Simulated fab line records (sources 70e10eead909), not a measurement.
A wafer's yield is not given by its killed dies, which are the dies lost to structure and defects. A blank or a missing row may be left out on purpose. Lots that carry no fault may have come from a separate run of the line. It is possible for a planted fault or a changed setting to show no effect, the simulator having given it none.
fab line records	flow nand-harc
record: lots: 24	wafers: 72	last-day: 25
route steps=1159 shown P_GATE@175 P_CONTACT@219 P_M0@273
lots that met no fault: from a run of the same line without faults
start-h: hours from the record's first day to the start of the lot's first wafer shown	wait-h: hours from the lot's prior step to this one	" same as the row above	L1.1+2: several wafers, shown together as one row	- value missing, or start not given	* or withheld: withheld	< > ~ a bound
route shown NAME@n: names a module that has steps shown in the file, with the first one's number in the route	usual: mean and standard deviation over wafers with no fault	same: alike in all rows	chamber/n: place in a boat	sites: each site's reading	_std_site: their standard deviation	_edge_site: mean of outer sites minus mean of inner sites	radius-mm: how far each site lies from the wafer's centre	mask NAME#n: copy n	behind: the tool/chamber that last shaped the wafer	hold: why the lot went on hold/how many hours it stayed there/how the hold came to an end	device: names the non-switching transistor (n, p or np)	end of line: at the end of the route, the tests of the same wafers	a step with no rows: only its recipe	killed: at the first sort, the dies lost to defects and structure; wafer yield is something else	map: the dies of a wafer, with x for killed, . for not killed, _ for no die there
set.NAME: the setting the step ran with; set.NAME@STEP: the setting that earlier step ran with	model.NAME: the simulator's own value behind a step, which no gauge read
a sample of lots followed through the steps of the route, with each step as a table and each wafer as a row
services: from which hour (start-h, from the record's first day; less than 0 if before it) a tool's chamber was out of use, for how many hours, and why
== steps ==
step: NHARC_P_GATE_STRIP_75
recipe: power-w: 1500	temp-c: 250	chemistry: O2
usual: drypump-motor-current-A: 5.9/0.48	heater-power-w: 332/26
lot.wafer	tool	chamber	start-h	wait-h	drypump-motor-current-A	heater-power-w	rf-hours-counter-h
L074.1	plasma-asher-02	1	103.58	0.2	5.3	361	30
L074.4	"	1	"	"	5.3	354	-
L074.5	"	0	"	"	5.9	344	-
L077.4	plasma-asher-01	1	119.60	0.2	5.7	293	-
L077.3	"	0	"	"	6.6	328	-
L077.6	"	1	"	"	5.7	302	-
L076.2	plasma-asher-02	1	119.79	0.3	5.3	359	36
L076.1	"	0	"	"	5.8	340	36
L076.6	"	1	"	"	5.3	356	-
L075.2	plasma-asher-02	0	125.51	0.2	5.8	340	38
L075.4	"	0	"	"	5.8	334	-
L075.6	"	0	"	"	5.8	337	-
L078.4	plasma-asher-01	0	126.01	0.2	6.6	335	-
L078.3	"	1	"	"	5.7	300	-
L078.5	"	1	"	"	5.7	303	-
L079.2	plasma-asher-02	1	134.32	0.2	5.3	357	41
L079.3	"	0	"	"	5.8	347	-
L079.5	"	0	"	"	5.8	339	-
L080.2	plasma-asher-01	1	134.54	0.3	5.7	296	7
L080.1	"	0	"	"	6.6	329	7
L080.3	"	1	"	"	5.7	302	-
L082.2	plasma-asher-01	0	144.58	0.2	6.6	337	11
L082.3	"	0	"	"	6.6	344	-
L082.6	"	1	"	"	5.7	298	-
L081.1	plasma-asher-01	0	145.38	0.2	6.6	328	12
L081.4	"	1	"	"	5.7	307	-
L081.6	"	1	"	"	5.8	297	-
L084.1	plasma-asher-02	1	155.12	0.2	5.3	356	50
L084.4	"	0	"	"	5.8	334	-
L084.6	"	1	"	"	5.3	358	-
L083.2	plasma-asher-01	0	155.95	0.2	6.6	331	16
L083.4	"	0	"	"	6.6	328	-
L083.5	"	0	"	"	6.7	342	-
L086.1	plasma-asher-01	0	183.20	0.2	6.6	327	24
L086.2	"	1	"	"	5.8	302	24
L086.4	"	0	"	"	6.6	336	-
L087.1	plasma-asher-01	0	183.89	0.2	6.6	332	24
L087.4	"	0	"	"	6.5	327	-
L087.5	"	1	"	"	5.7	304	-
L085.1	plasma-asher-01	0	185.42	0.2	6.7	329	26
L085.3	"	0	"	"	6.7	331	-
L085.6	"	1	"	"	5.8	311	-
L089.1	plasma-asher-01	1	191.15	0.2	5.7	299	31
L089.4	"	1	"	"	5.8	307	-
L089.5	"	1	"	"	5.7	290	-
L088.3	plasma-asher-01	0	191.67	0.2	6.6	328	-
L088.4	"	1	"	"	5.8	305	-
L088.5	"	0	"	"	6.6	337	-
L090.1	plasma-asher-02	0	197.64	0.2	5.8	337	3
L090.3	"	0	"	"	5.8	332	-
L090.6	"	1	"	"	5.3	385	-
L092.2	plasma-asher-02	1	204.08	0.2	5.3	382	5
L092.3	"	1	"	"	5.3	381	-
L092.6	"	0	"	"	5.8	346	-
L091.2	plasma-asher-02	0	204.45	0.3	5.8	342	5
L091.4	"	1	"	"	5.3	375	-
L091.6	"	1	"	"	5.3	384	-
L093.2	plasma-asher-01	1	222.12	0.3	5.8	301	42
L093.4	"	1	"	"	5.8	290	-
L093.3	"	0	"	"	6.6	331	-
L094.4	plasma-asher-02	0	222.49	0.2	5.8	348	-
L094.5	"	0	"	"	5.8	340	-
L094.6	"	1	"	"	5.3	377	-
L095.2	plasma-asher-01	1	229.41	0.2	5.7	297	45
L095.6	"	0	"	"	6.6	336	-
L095.5	"	1	"	"	5.8	301	-
L096.3	plasma-asher-02	0	238.19	0.2	5.8	336	-
L096.4	"	1	"	"	5.3	382	-
L096.5	"	1	"	"	5.3	378	-
L097.3	plasma-asher-01	1	239.08	0.2	5.7	296	-
L097.4	"	0	"	"	6.6	326	-
L097.6	"	1	"	"	5.7	307	-
step: NHARC_P_GATE_STRIP_113
recipe: power-w: 1500	temp-c: 110	time-s: 740	chemistry: N2/H2
usual: drypump-motor-current-A: 5.9/0.49	heater-power-w: 89/6.7
lot.wafer	tool	chamber	start-h	wait-h	drypump-motor-current-A	heater-power-w	rf-hours-counter-h
L074.1	plasma-asher-02	1	107.00	0.4	5.3	97	32
L074.4	"	0	"	"	5.8	89	-
L074.5	"	1	"	"	5.3	92	-
L076.2	plasma-asher-01	1	122.97	0.2	5.8	79	4
L076.1	"	0	"	"	6.6	89	4
L076.6	"	0	"	"	6.6	89	-
L077.3	plasma-asher-02	1	123.00	0.4	5.3	96	-
L077.4	"	0	"	"	5.9	90	-
L077.6	"	1	"	"	5.3	97	-
L075.2	plasma-asher-02	0	128.58	0.3	5.8	90	39
L075.4	"	1	"	"	5.3	95	-
L075.6	"	0	"	"	5.8	94	-
L078.4	plasma-asher-01	1	129.31	0.4	5.7	80	-
L078.3	"	0	"	"	6.6	88	-
L078.5	"	0	"	"	6.6	89	-
L079.2	plasma-asher-02	0	137.59	0.3	5.8	92	42
L079.3	"	1	"	"	5.3	97	-
L079.5	"	1	"	"	5.3	97	-
L080.2	plasma-asher-01	1	137.99	0.4	5.8	80	9
L080.1	"	0	"	"	6.6	89	9
L080.3	"	1	"	"	5.8	80	-
L082.2	plasma-asher-02	0	147.75	0.2	5.8	91	46
L082.3	"	0	"	"	5.9	92	-
L082.6	"	0	"	"	5.8	92	-
L081.1	plasma-asher-01	1	148.67	0.3	5.7	81	13
L081.4	"	0	"	"	6.6	90	-
L081.6	"	1	"	"	5.7	79	-
L084.1	plasma-asher-01	1	158.17	0.3	5.8	79	17
L084.4	"	0	"	"	6.6	88	-
L084.6	"	1	"	"	5.7	79	-
L083.2	plasma-asher-02	1	159.12	0.2	5.3	96	51
L083.4	"	0	"	"	5.8	91	-
L083.5	"	1	"	"	5.3	97	-
L086.1	plasma-asher-01	1	186.52	0.2	5.7	82	26
L086.2	"	0	"	"	6.6	90	26
L086.4	"	0	"	"	6.6	90	-
L087.1	plasma-asher-01	0	187.90	1.0	6.6	88	27
L087.4	"	1	"	"	5.7	82	-
L087.5	"	1	"	"	5.7	83	-
L085.1	plasma-asher-01	0	189.92	0.6	6.6	88	29
L085.3	"	0	"	"	6.6	90	-
L085.6	"	0	"	"	6.6	89	-
L089.1	plasma-asher-01	0	194.23	0.2	6.6	87	32
L089.4	"	0	"	"	6.6	91	-
L089.5	"	0	"	"	6.6	88	-
L088.3	plasma-asher-02	0	194.94	0.4	5.8	94	-
L088.4	"	1	"	"	5.3	102	-
L088.5	"	0	"	"	5.8	90	-
L090.1	plasma-asher-01	0	200.85	0.3	6.6	89	35
L090.3	"	0	"	"	6.7	87	-
L090.6	"	1	"	"	5.7	80	-
L092.2	plasma-asher-01	1	207.29	0.3	5.8	79	38
L092.3	"	0	"	"	6.6	88	-
L092.6	"	1	"	"	5.8	80	-
L091.2	plasma-asher-02	1	208.00	0.3	5.3	102	7
L091.4	"	0	"	"	5.8	90	-
L091.6	"	1	"	"	5.3	106	-
L093.2	plasma-asher-01	0	225.31	0.3	6.7	88	43
L093.3	"	1	"	"	5.7	80	-
L093.4	"	0	"	"	6.6	87	-
L094.4	plasma-asher-02	0	225.77	0.3	5.9	90	-
L094.6	"	0	"	"	5.8	89	-
L094.5	"	1	"	"	5.3	101	-
L095.2	plasma-asher-01	0	232.61	0.3	6.6	88	45
L095.5	"	1	"	"	5.8	80	-
L095.6	"	0	"	"	6.6	91	-
L096.4	plasma-asher-01	1	241.60	0.3	5.7	78	-
L096.3	"	0	"	"	6.6	89	-
L096.5	"	0	"	"	6.7	89	-
L097.3	plasma-asher-02	1	242.36	0.4	5.3	103	-
L097.4	"	0	"	"	5.8	88	-
L097.6	"	0	"	"	5.8	92	-
step: NHARC_P_CONTACT_CMP_01
recipe: target-thk-nm: 200	material: SiO2
usual: motor-current-A: 12.5/1.3
lot.wafer	tool	chamber	start-h	wait-h	motor-current-A
L074.1	cmp-04	1	110.23	-	13.3
L074.4	"	3	"	"	10.4
L074.5	"	1	"	"	13.2
L077.3	cmp-02	1	126.09	-	13.6
L077.4	"	2	"	"	12.4
L077.6	"	2	"	"	11.9
L076.2	cmp-04	2	126.35	-	11.5
L076.1	"	1	"	"	13.8
L076.6	"	3	"	"	10.7
L075.4	cmp-01	3	131.79	-	10.9
L075.2	"	2	"	"	13.0
L075.6	"	3	"	"	10.5
L078.3	cmp-01	1	132.56	-	12.1
L078.4	"	0	"	"	14.1
L078.5	"	1	"	"	11.9
L079.2	cmp-02	1	141.07	-	13.0
L079.3	"	3	"	"	11.7
L079.5	"	0	"	"	13.9
L080.1	cmp-01	0	141.55	-	14.2
L080.3	"	1	"	"	12.2
L080.2	"	3	"	"	11.0
L082.2	cmp-01	0	151.43	-	14.2
L082.3	"	2	"	"	12.9
L082.6	"	1	"	"	12.4
L081.1	cmp-04	2	152.10	-	11.6
L081.4	"	3	"	"	10.4
L081.6	"	2	"	"	11.8
L084.4	cmp-04	0	161.52	-	11.5
L084.1	"	1	"	"	13.9
L084.6	"	3	"	"	10.2
L083.2	cmp-04	1	162.49	-	13.2
L083.4	"	2	"	"	12.1
L083.5	"	0	"	"	13.0
L086.2	cmp-01	3	189.84	-	10.8
L086.4	"	1	"	"	11.9
L086.1	"	2	"	"	13.5
L087.4	cmp-02	2	191.22	-	12.4
L087.1	"	1	"	"	13.7
L087.5	"	3	"	"	11.4
L085.3	cmp-02	3	193.17	-	10.9
L085.1	"	0	"	"	13.6
L085.6	"	1	"	"	12.7
L089.1	cmp-01	0	197.89	-	14.7
L089.4	"	1	"	"	11.8
L089.5	"	1	"	"	11.9
L088.3	cmp-02	3	198.11	-	11.0
L088.4	"	0	"	"	13.9
L088.5	"	2	"	"	12.8
L090.1	cmp-02	1	204.25	-	12.6
L090.3	"	2	"	"	12.2
L090.6	"	0	"	"	12.6
L092.3	cmp-01	0	210.85	0.3	14.9
L092.2	"	3	"	"	10.9
L092.6	"	0	"	"	14.3
L091.2	cmp-02	2	211.30	-	12.5
L091.4	"	3	"	"	11.1
L091.6	"	1	"	"	14.0
L093.4	cmp-04	2	228.61	-	11.5
L093.2	"	3	"	"	10.8
L093.3	"	0	"	"	11.9
L094.4	cmp-01	3	228.90	-	10.7
L094.5	"	3	"	"	10.9
L094.6	"	0	"	"	14.8
L095.2	cmp-02	0	236.24	-	13.7
L095.5	"	3	"	"	11.0
L095.6	"	0	"	"	13.8
L096.4	cmp-01	0	244.73	-	14.9
L096.3	"	2	"	"	13.2
L096.5	"	3	"	"	11.2
L097.3	cmp-04	2	245.76	-	10.9
L097.4	"	1	"	"	14.6
L097.6	"	3	"	"	10.5
step: NHARC_P_CONTACT_ETCH_18
recipe: target-depth-a: 4810	time-s: 240.5	c4f8-flow-sccm: 20	o2-flow-sccm: 10	ar-flow-sccm: withheld	rf-w: 600	bias-w: 1500	chemistry: C4F8/O2/Ar
usual: oes-product-au: 0.961/0.017	rf-vpp-V: 978/4.3
lot.wafer	tool	chamber	start-h	wait-h	oes-product-au	rf-hours-counter-h	rf-vpp-V
L074.4	rie-diel-06	3	-	-	0.974	4	973
L074.1	"	2	"	"	0.977	4	978
L074.5	"	0	"	"	0.961	-	976
L077.4	rie-diel-09	0	-	-	0.957	4	985
L077.3	"	1	"	"	0.957	3	979
L077.6	"	3	"	"	0.975	-	980
L076.2	rie-diel-06	3	-	-	0.963	6	974
L076.1	"	0	"	"	0.962	6	976
L076.6	"	0	"	"	0.944	-	975
L075.4	rie-diel-09	2	-	-	0.989	4	972
L075.2	"	3	"	"	0.961	4	980
L075.6	"	1	"	"	0.978	-	981
L078.4	rie-diel-09	2	-	-	0.966	4	972
L078.3	"	3	"	"	0.960	4	980
L078.5	"	2	"	"	0.958	-	971
L079.3	rie-diel-09	2	-	-	0.949	5	973
L079.2	"	1	"	"	0.984	6	980
L079.5	"	2	"	"	0.952	-	972
L080.2	rie-diel-06	1	-	-	0.955	7	980
L080.3	"	2	"	"	0.950	8	979
L080.1	"	3	"	"	0.992	8	974
L082.2	rie-diel-06	2	-	-	0.934	9	978
L082.3	"	3	"	"	0.951	9	972
L082.6	"	2	"	"	0.943	-	978
L081.1	rie-diel-06	0	-	-	0.959	9	975
L081.6	"	0	"	"	0.953	-	975
L081.4	"	2	"	"	0.950	-	980
L084.1	rie-diel-09	3	-	-	0.945	8	980
L084.4	"	0	"	"	0.945	8	986
L084.6	"	2	"	"	0.940	-	972
L083.2	rie-diel-09	3	-	-	0.976	9	980
L083.4	"	1	"	"	0.963	9	981
L083.5	"	3	"	"	0.978	-	978
L086.4	rie-diel-06	2	-	-	0.980	13	979
L086.1	"	3	"	"	0.968	13	973
L086.2	"	1	"	"	0.979	9	979
L087.1	rie-diel-06	3	-	-	0.966	13	973
L087.4	"	0	"	"	0.956	13	975
L087.5	"	1	"	"	0.969	-	976
L085.3	rie-diel-09	3	-	-	0.978	12	980
L085.1	"	1	"	"	0.955	12	981
L085.6	"	3	"	"	0.976	-	980
L089.1	rie-diel-06	1	-	-	0.919	10	978
L089.5	"	1	"	"	0.918	-	978
L089.4	"	0	"	"	0.915	-	975
L088.4	rie-diel-09	0	-	-	0.971	12	987
L088.3	"	2	"	"	0.986	12	972
L088.5	"	3	"	"	0.991	-	979
L090.1	rie-diel-06	0	-	-	0.966	14	975
L090.3	"	1	"	"	0.963	11	979
L090.6	"	1	"	"	0.957	-	978
L092.2	rie-diel-01	0	-	-	0.955	15	984
L092.3	"	2	"	"	0.978	27	980
L092.6	"	0	"	"	0.957	-	983
L091.2	rie-diel-06	1	-	-	0.968	12	979
L091.6	"	1	"	"	0.961	-	979
L091.4	"	0	"	"	0.968	-	976
L093.4	rie-diel-06	3	-	-	0.973	18	974
L093.3	"	0	"	"	0.981	17	976
L093.2	"	1	"	"	0.971	14	979
L094.4	rie-diel-09	3	-	-	0.975	16	980
L094.5	"	3	"	"	0.979	-	981
L094.6	"	0	"	"	0.957	-	984
L095.2	rie-diel-09	2	-	-	0.950	16	972
L095.5	"	2	"	"	0.953	-	974
L095.6	"	3	"	"	0.959	-	981
L096.3	rie-diel-01	2	-	-	0.919	38	982
L096.4	"	3	"	"	0.922	27	985
L096.5	"	2	"	"	0.922	-	981
L097.4	rie-diel-09	2	-	-	0.982	17	973
L097.3	"	3	"	"	0.984	17	978
L097.6	"	0	"	"	0.960	-	985
step: NHARC_P_CONTACT_ALD_22
recipe: target-thk-a: 30	pulse-time-s: 1	ald-cycles: 150	temp-c: 450	material: TiN
usual: heater-power-outer-w: 701/56	heater-power-w: 1087/90	precursor-pulse-height-rel: 1.001/0.019	susceptor-temp-C: 449.99/0.23
same: pulse-time-s: 1
lot.wafer	tool	chamber	start-h	wait-h	heater-power-outer-w	heater-power-w	precursor-pulse-height-rel	susceptor-temp-C
L074.1	ald-metal-02	3	113.08	-	692	1136	1.032	450.02
L074.5	"	1	"	"	661	1019	0.997	450.38
L074.4	"	3	"	"	684	1107	0.999	449.99
L077.4	ald-metal-04	2	129.09	-	690	1175	0.981	449.83
L077.3	"	3	"	"	838	1254	1.008	449.69
L077.6	"	1	"	"	744	1103	1.010	450.18
L076.1	ald-metal-02	0	129.49	-	763	1130	0.967	450.30
L076.2	"	1	"	"	659	1063	1.028	450.19
L076.6	"	3	"	"	703	1103	1.020	449.66
L075.4	ald-metal-03	2	134.65	-	657	946	0.961	449.93
L075.2	"	0	"	"	701	1086	0.981	450.18
L075.6	"	3	"	"	639	999	1.019	450.06
L078.3	ald-metal-04	0	135.29	-	691	1093	1.010	449.67
L078.4	"	1	"	"	731	1057	1.005	449.74
L078.5	"	3	"	"	817	1283	1.007	449.84
L079.3	ald-metal-03	0	143.98	-	680	1100	1.003	449.75
L079.2	"	1	"	"	742	1196	1.008	450.22
L079.5	"	3	"	"	667	1000	1.025	449.88
L080.1	ald-metal-02	1	144.43	-	637	1041	0.987	450.17
L080.3	"	2	"	"	615	1015	1.060	449.91
L080.2	"	3	"	"	692	1126	1.002	450.10
L082.3	ald-metal-03	0	154.92	-	661	999	0.981	449.64
L082.2	"	1	"	"	736	1197	0.980	449.81
L082.6	"	2	"	"	677	981	1.011	450.24
L081.1	ald-metal-04	2	155.21	-	709	1129	1.028	449.83
L081.4	"	3	"	"	812	1244	0.998	450.04
L081.6	"	2	"	"	714	1158	1.013	449.70
L084.4	ald-metal-03	2	164.33	-	682	1024	1.008	450.10
L084.1	"	3	"	"	647	974	1.005	450.16
L084.6	"	3	"	"	639	997	1.009	450.17
L083.2	ald-metal-04	2	165.39	-	722	1138	0.992	450.05
L083.4	"	3	"	"	829	1293	0.998	449.80
L083.5	"	1	"	"	740	1083	0.997	450.33
L086.1	ald-metal-04	3	192.68	-	838	1275	1.017	450.10
L086.4	"	1	"	"	741	1103	0.997	449.97
L086.2	"	2	"	"	708	1158	0.998	450.28
L087.1	ald-metal-03	0	194.08	-	662	1037	1.002	449.63
L087.4	"	1	"	"	724	1162	0.972	449.60
L087.5	"	3	"	"	657	980	1.021	450.29
L085.1	ald-metal-04	3	195.85	-	817	1264	0.963	449.88
L085.3	"	0	"	"	679	1099	0.979	449.74
L085.6	"	0	"	"	670	1082	0.986	450.19
L089.4	ald-metal-04	1	200.78	-	747	1052	1.003	450.46
L089.1	"	3	"	"	822	1271	1.004	450.26
L089.5	"	2	"	"	720	1132	1.001	449.59
L088.3	ald-metal-03	3	200.90	-	647	967	0.985	449.71
L088.5	"	3	"	"	637	994	1.010	450.19
L088.4	"	1	"	"	734	1176	1.000	449.94
L090.3	ald-metal-03	0	207.20	-	645	979	1.010	450.11
L090.1	"	1	"	"	756	1158	0.998	449.91
L090.6	"	1	"	"	717	1148	0.974	449.85
L092.3	ald-metal-04	1	213.60	-	739	1074	1.028	449.38
L092.2	"	0	"	"	686	1133	1.035	450.21
L092.6	"	1	"	"	734	1072	0.984	449.46
L091.4	ald-metal-03	1	214.36	-	725	1171	1.015	450.01
L091.2	"	2	"	"	699	1009	0.998	450.09
L091.6	"	3	"	"	638	995	0.975	450.15
L093.4	ald-metal-03	0	231.32	-	646	998	0.990	450.39
L093.3	"	1	"	"	735	1179	1.039	449.77
L093.2	"	3	"	"	637	977	1.000	449.91
L094.4	ald-metal-02	1	231.73	-	634	1012	1.002	449.91
L094.5	"	1	"	"	631	970	1.017	450.05
L094.6	"	2	"	"	602	999	0.997	450.10
L095.2	ald-metal-04	0	239.11	-	709	1177	0.969	450.25
L095.5	"	2	"	"	742	1233	1.009	450.03
L095.6	"	3	"	"	791	1200	0.987	449.90
L096.3	ald-metal-03	2	247.41	-	664	1007	1.015	449.85
L096.4	"	0	"	"	643	1022	1.005	449.87
L096.5	"	3	"	"	652	1009	0.993	450.17
L097.4	ald-metal-02	2	248.60	-	620	1004	0.996	449.89
L097.3	"	3	"	"	686	1093	1.033	449.96
L097.6	"	3	"	"	679	1111	1.006	449.89
step: NHARC_P_M0_PRE_CLEAN_29
recipe: time-s: 30	temp-c: 280	gas: H2/He
usual: heater-power-w: 412/35	susceptor-temp-C: 279.99/0.2
lot.wafer	tool	chamber	start-h	wait-h	heater-power-w	susceptor-temp-C
L074.1	pvd-sputter-01	-	-	-	396	280.02
L074.4	"	-	"	"	446	280.49
L074.5	"	-	"	"	408	279.86
L077.3	pvd-sputter-02	-	-	-	388	279.91
L077.4	"	-	"	"	457	280.20
L077.6	"	-	"	"	395	279.82
L076.1	pvd-sputter-01	-	-	-	440	280.23
L076.2	"	-	"	"	345	280.05
L076.6	"	-	"	"	418	280.15
L075.2	pvd-sputter-02	-	-	-	389	279.83
L075.4	"	-	"	"	453	279.94
L075.6	"	-	"	"	382	279.73
L078.4	pvd-sputter-02	-	-	-	400	279.89
L078.3	"	-	"	"	442	280.02
L078.5	"	-	"	"	382	280.05
L079.2	pvd-sputter-03	-	-	-	421	280.22
L079.3	"	-	"	"	433	279.80
L079.5	"	-	"	"	402	280.29
L080.1	pvd-sputter-01	-	-	-	453	280.03
L080.3	"	-	"	"	394	280.07
L080.2	"	-	"	"	346	279.96
L082.3	pvd-sputter-02	-	-	-	426	279.90
L082.2	"	-	"	"	406	279.90
L082.6	"	-	"	"	455	279.91
L081.4	pvd-sputter-03	-	-	-	407	279.75
L081.1	"	-	"	"	407	279.90
L081.6	"	-	"	"	408	279.91
L084.1	pvd-sputter-02	-	-	-	442	279.92
L084.4	"	-	"	"	391	279.83
L084.6	"	-	"	"	444	280.07
L083.4	pvd-sputter-03	-	-	-	372	279.94
L083.2	"	-	"	"	399	280.22
L083.5	"	-	"	"	407	280.30
L086.4	pvd-sputter-02	-	-	-	431	280.32
L086.2	"	-	"	"	379	279.76
L086.1	"	-	"	"	447	280.05
L087.4	pvd-sputter-03	-	-	-	411	280.09
L087.1	"	-	"	"	425	279.82
L087.5	"	-	"	"	412	280.32
L085.3	pvd-sputter-01	-	-	-	464	279.88
L085.1	"	-	"	"	390	279.73
L085.6	"	-	"	"	451	280.03
L089.4	pvd-sputter-03	-	-	-	420	279.78
L089.1	"	-	"	"	376	280.08
L089.5	"	-	"	"	383	279.93
L088.3	pvd-sputter-02	-	-	-	435	280.28
L088.4	"	-	"	"	380	279.84
L088.5	"	-	"	"	464	279.87
L090.1	pvd-sputter-01	-	-	-	395	279.46
L090.3	"	-	"	"	355	280.08
L090.6	"	-	"	"	467	280.31
L092.2	pvd-sputter-01	-	-	-	454	280.01
L092.3	"	-	"	"	399	280.32
L092.6	"	-	"	"	439	279.95
L091.2	pvd-sputter-01	-	-	-	475	280.12
L091.4	"	-	"	"	346	280.19
L091.6	"	-	"	"	470	279.98
L093.3	pvd-sputter-02	-	-	-	399	280.00
L093.4	"	-	"	"	371	279.92
L093.2	"	-	"	"	428	279.88
L094.4	pvd-sputter-01	-	-	-	353	280.09
L094.6	"	-	"	"	389	279.86
L094.5	"	-	"	"	452	280.05
L095.2	pvd-sputter-01	-	-	-	467	280.04
L095.6	"	-	"	"	383	279.94
L095.5	"	-	"	"	447	280.05
L096.3	pvd-sputter-01	-	-	-	387	279.83
L096.4	"	-	"	"	450	279.70
L096.5	"	-	"	"	352	280.42
L097.4	pvd-sputter-01	-	-	-	401	280.29
L097.3	"	-	"	"	347	280.02
L097.6	"	-	"	"	396	280.12
== services ==
tool	chamber	start-h	hours	kind
cmp-01	-	81.50	4.0	pm
plasma-asher-02	-	90.43	1.2	repair
plasma-asher-01	-	99.05	9.0	pm
cmp-01	-	115.17	4.5	repair
ald-metal-03	-	117.07	0.6	repair
rie-diel-06	1	122.87	5.4	repair
cmp-02	-	128.51	4.0	pm
cmp-01	-	128.83	1.2	repair
pvd-sputter-01	-	139.91	1.7	repair
rie-diel-09	0	148.17	5.7	repair
rie-diel-06	1	150.62	12.8	repair
pvd-sputter-01	-	158.00	10.0	pm
cmp-01	-	179.50	4.0	pm
plasma-asher-02	-	183.08	9.0	pm
pvd-sputter-02	-	191.74	1.7	repair
pvd-sputter-01	-	197.77	0.6	repair
rie-diel-06	2	198.34	18.5	repair
ald-metal-03	2	199.88	8.1	repair
plasma-asher-02	-	200.75	1.5	repair
pvd-sputter-02	-	215.13	10.0	pm
ald-metal-04	-	228.00	10.0	pm
rie-diel-06	-	241.20	9.0	pm
rie-diel-09	-	248.29	1.1	repair
rie-diel-09	0	251.52	14.6	repair
== key ==
fault none
